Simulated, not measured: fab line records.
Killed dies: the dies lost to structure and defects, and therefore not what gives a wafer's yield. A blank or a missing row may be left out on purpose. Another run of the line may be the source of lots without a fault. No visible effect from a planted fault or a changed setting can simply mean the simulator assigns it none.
Comparing a struck lot with a sound one    flow nand_harc    24 steps out of a route of 1302
Sound: the wafers L396.4, L396.5, L396.6. Wafers L406.3, L406.4, L406.6 were the ones struck. The cause is given at the end.
Order at every step that has rows: each side's tool, ch and its chambers, its first start. Under that, the readings that differ: sound wafers    struck wafers    difference of the means    sigmas: that difference in standard deviations of wafers without a fault.
alike: words and numbers the same on both sides, and readings whose means are apart by under 2 such deviations; not compared: readings that were withheld, readings missing a value for some wafer, numbers with overlapping values and no deviation given by the record, and bounds like >300 which may hide the same value.
A row with sigmas, a row that says differs or no value, or rows on one side alone: a step with any of these is where the two part. Non-overlapping numbers with no deviation appear without sigmas and do not part them. A reading that every wafer of one side lacks parts them only if that side has two wafers or more.

first, 4 steps without rows for these wafers: NHARC_P_GATE_PRECLEAN_71 (cleans in SC1); NHARC_P_GATE_SRD_72; NHARC_P_GATE_OXIDE_16 (material SiO2, target thk 3 nm, ox time 392 s); NHARC_P_GATE_CVD_17 (deposits poly-Si, target thk 150 nm, time 900 s).
NHARC_P_GATE_HM_DEP_102: deposits aC, target thk 120 nm.
  sound on acl_dep-03 ch 0, day 9 12:22; struck on acl_dep-02 ch 0, day 13 14:13
  alike: throttle_valve_pct
NHARC_P_GATE_DEP_103: deposits SiON, target thk 30 nm.
  sound on pecvd-02 ch 0,1,2, day 9 12:49; struck on pecvd-01 ch 0,1, day 13 14:40
  alike: heater_power_outer_w, heater_power_w, rf_fwd_power_W
then, 6 steps without rows for these wafers: NHARC_P_GATE_DEHYDRATE_18 (time 120 s); NHARC_P_GATE_HMDS_19 (time 30 s); NHARC_P_GATE_COAT_20 (resist thk 90 nm); NHARC_P_GATE_SOFTBAKE_21 (time 55 s); NHARC_P_GATE_EBR_22; NHARC_P_GATE_EXPOSE_23 (exposes mask P GATE, target cd 120 nm).
NHARC_P_GATE_PEB_24: peb time 65 s.
  sound on litho_track-01 ch 0, day 9 13:13; struck on litho_track-01 ch 0, day 13 15:08
reading                   sound                 struck             difference  sigmas
heater_power_total_W (W)  157.1 157.2 157.0     147.3 146.5 147.1  -10.1       -25
plate_temp_C (C)          100.03 100.09 100.00  95.68 95.45 95.50  -4.50       -41
then, 1 step without rows for these wafers: NHARC_P_GATE_DEVELOP_25 (develop time 35 s).
NHARC_P_GATE_CD_MEAS_26: the cd target is 120 nm.
  sound on cd_sem-02 ch 0, day 9 13:19; struck on cd_sem-01 ch 0, day 13 15:13
reading     sound              struck             difference  sigmas
cd_nm (nm)  120.5 121.2 120.3  138.5 138.1 138.4  +17.7       +20
NHARC_P_GATE_OVL_MEAS_27:
  sound on overlay-01 at day 9 13:23; struck on overlay-02 at day 13 15:18
  alike: overlay_x_nm, overlay_y_nm
NHARC_P_GATE_INSPECT_28:
  sound on defect_inspect-02 at day 9 13:25; struck on defect_inspect-02 at day 13 15:20
  alike: raw_defect_count
NHARC_P_GATE_DESCUM_31: chemistry O2, time 3 s.
  sound on rie_diel-11 ch 0,1, day 9 13:29; struck on rie_diel-04 ch 0,1,2, day 13 15:24
reading                  sound            struck             difference  sigmas
model.P_GATE.cd_nm (nm)  121 120.6 120.3  138.8 137.7 137.8  +17.5       
  alike: drypump_motor_current_A, oes_product_au, rf_vpp_V, showerhead_plenum_p_Torr, throttle_valve_pct
  not compared: rf_hours_counter_h
then, 1 step without rows for these wafers: NHARC_P_GATE_ETCH_104 (etches the open film in CF4/CHF3, target depth 60 nm).
NHARC_P_GATE_HM_OPEN_105: chemistry O2/COS, target depth 360 nm.
  sound on rie_diel-11 ch 2,3; struck on rie_diel-04 ch 1,2,3
reading                 sound                 struck                difference  sigmas
throttle_valve_pct (%)  28.323 28.330 28.316  28.342 28.352 28.340  +0.022      +2
  alike: drypump_motor_current_A, oes_product_au, rf_fwd_power_W, rf_vpp_V, showerhead_plenum_p_Torr
  not compared: rf_hours_counter_h
then, 1 step without rows for these wafers: NHARC_P_GATE_STRIP_106 (strips in O2/COS).
NHARC_P_GATE_ETCH_114: etches the open film in CF4/O2, target depth 30 nm, overetch 3 nm, time 16.5 s.
  sound on rie_diel-11 ch 2,3; struck on rie_diel-04 ch 0,3
  alike: drypump_motor_current_A, oes_o_777_au, oes_product_au, rf_fwd_power_W, rf_vpp_V, showerhead_plenum_p_Torr, throttle_valve_pct
  not compared: rf_hours_counter_h
NHARC_P_GATE_ETCH_32: etches the open film in HBr/Cl2, target depth 150 nm, time 100.1 s.
  sound on rie_si-01 ch 0,1, day 9 13:56; struck on rie_si-03 ch 2,3, day 13 15:53
reading                      sound            struck             difference  sigmas
drypump_motor_current_A (A)  6.0 6.0 6.4      5.1 4.8 5.0        -1.2        -2
model.P_GATE.cd_nm (nm)      121.1 120 123.4  134.6 135.2 134.9  +13.4       
  alike: he_backside_leak_sccm, oes_product_au, rf_fwd_power_W, throttle_valve_pct
  not compared: rf_hours_counter_h
NHARC_P_GATE_STRIP_108: strips in O2.
  sound on rie_diel-04 ch 0,3, day 9 14:10; struck on rie_diel-08 ch 0,2, day 13 16:02
reading                          sound           struck          difference  sigmas
showerhead_plenum_p_Torr (Torr)  3.66 3.64 3.66  3.30 3.38 3.30  -0.33       -3
  alike: drypump_motor_current_A, oes_product_au, rf_vpp_V, throttle_valve_pct
  not compared: rf_hours_counter_h

WHERE THEY PART
Earliest at NHARC_P_GATE_PEB_24; latest, in this record, at NHARC_P_GATE_STRIP_108.

WHY: whatever the simulator had introduced
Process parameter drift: litho_track-01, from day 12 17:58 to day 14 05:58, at NHARC_P_GATE_PEB_24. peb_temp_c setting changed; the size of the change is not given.
